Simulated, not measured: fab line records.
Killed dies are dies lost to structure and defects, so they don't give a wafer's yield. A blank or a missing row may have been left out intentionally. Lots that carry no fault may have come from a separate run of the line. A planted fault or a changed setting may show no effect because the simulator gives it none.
Split-lot experiment -- flow n5Finfet -- 39 wafers read from 7 lots, route of 1938 steps

SPLIT DETAILS
At N5_BEOL_M8_CVD_78 (deposits Co from CCTBA/H2, target thk 2 nm, time 142.3 s), the setting targetThkA was moved away from the recipe's 20 angstrom on 12 of the 39 wafers read, by -60.0% to +55.6%. The other wafers ran this setting at the recipe's value.

The split's own step is where the reading is taken.

THE READING
Co_of_BEOL_M8_CVD_78.thkNm (the simulator's own value, which no gauge read), in nm, at N5_BEOL_M8_CVD_78 (deposits Co from CCTBA/H2, target thk 2 nm, time 142.3 s). No usual value for it is given in the file. Here, 27 wafers ran the recipe; their average is 2.0 nm with a standard deviation of 0.12 nm.

wafer,"tool, chamber at the split","targetThkA as run, angstrom",against the recipe,"Co_of_BEOL_M8_CVD_78.thkNm, nm",against lot-mates on the recipe
L083.1,"cvdCo-02, 2,1,2",31.12,+55.6%,3.2,+1.2
L083.3,"cvdCo-02, 2,1,2",31.12,+55.6%,3.2,+1.2
L083.5,"cvdCo-02, 2,1,2",31.12,+55.6%,3.2,+1.2
L083.2,"cvdCo-02, 0,1,0",20,recipe,2,-
L083.4,"cvdCo-02, 0,1,0",20,recipe,2,-
L083.6,"cvdCo-02, 0,1,0",20,recipe,2,-
L084.1,"cvdCo-02, 1,2,1",20,recipe,2,-
L084.4,"cvdCo-02, 1,2,1",20,recipe,2,-
L084.5,"cvdCo-02, 1,2,1",20,recipe,2,-
L084.2,"cvdCo-02, 0,2,0",11.43,-42.9%,1,-1.0
L084.3,"cvdCo-02, 0,2,0",11.43,-42.9%,1,-1.0
L084.6,"cvdCo-02, 0,2,0",11.43,-42.9%,1,-1.0
L086.1,"cvdCo-02, 1,0",20,recipe,2,-
L086.4,"cvdCo-02, 1,0",20,recipe,2,-
L086.2,"cvdCo-02, 2,2,1",20,recipe,2.2,-
L086.5,"cvdCo-02, 2,2,1",20,recipe,2.2,-
L086.6,"cvdCo-02, 2,2,1",20,recipe,2.2,-
L086.3,"cvdCo-02, 0",20,recipe,1.8,-
L087.1,"cvdCo-01, 2,1,1",20,recipe,2,-
L087.2,"cvdCo-01, 2,1,1",20,recipe,2,-
L087.4,"cvdCo-01, 2,1,1",20,recipe,2,-
L091.1,"cvdCo-01, 0",20,recipe,1.8,-
L091.2,"cvdCo-01, 1",8.005,-60.0%,1,-1.0
L091.3,"cvdCo-01, 2,0",8.005,-60.0%,0.8,-1.2
L091.6,"cvdCo-01, 2,0",8.005,-60.0%,0.8,-1.2
L091.4,"cvdCo-01, 1",20,recipe,2.2,-
L091.5,"cvdCo-01, 2",20,recipe,2,-
L092.1,"cvdCo-01, 1",20,recipe,2.2,-
L092.2,"cvdCo-01, 0,2,2,1",20,recipe,2,-
L092.3,"cvdCo-01, 0,2,2,1",20,recipe,2,-
L092.5,"cvdCo-01, 0,2,2,1",20,recipe,2,-
L092.6,"cvdCo-01, 0,2,2,1",20,recipe,2,-
L092.4,"cvdCo-01, 0",20,recipe,1.8,-
L097.1,"cvdCo-02, 1,2,2",20,recipe,2.2,-
L097.2,"cvdCo-02, 1,2,2",20,recipe,2.2,-
L097.5,"cvdCo-02, 1,2,2",20,recipe,2.2,-
L097.3,"cvdCo-02, 0",10.03,-49.9%,1,-1.2
L097.4,"cvdCo-02, 0",10.03,-49.9%,1,-1.2
L097.6,"cvdCo-02, 1",10.03,-49.9%,1.2,-1.0
Rows listing several chambers each stand for several wafers; the file does not say which wafer went through which chamber.

THE FIT
A straight line over all 39 wafers: Co_of_BEOL_M8_CVD_78.thkNm changes by +0.0207 nm for each +1% of targetThkA; r = +0.98; the points scatter about the line by 0.12 nm.
The same after taking each lot's own level away (the mean of its wafers on the recipe; 39 wafers): +0.0213 nm for each +1%; r = +0.98; scatter 0.11 nm.
The reading moves by 1.3 nm for the largest change in targetThkA, on that fit.
Across the lots, their own levels run from 2.00 to 2.20 nm, a range of 1.6 times the standard deviation given above.
So the lot-to-lot level changes the slope little: the two slopes agree.
Check: -1.31 nm against its lot-mates is what the line predicts for one of the wafers moved furthest among these (-60.0%) when that wafer is left out of the fit. It came out at -1 nm against them.

OTHER SPLITS ON THESE WAFERS
These wafers also went through other splits before the reading. Each is held against what the fit with the lots' levels taken away leaves over:
other split on the same wafers,wafers away from the commonest value,r with Co_of_BEOL_M8_CVD_78.thkNm (lot level and that fit taken away)
N5_BEOL_M1_HM_DEP_02 targetThkA,9,+0.08
N5_BEOL_M5_TRENCH_ETCH_37 targetDepthA,12,-0.17

FILE'S OWN FIT
Co_of_BEOL_M8_CVD_78.thkNm changes by +0.0213 nm for each +1% of targetThkA, r = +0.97.
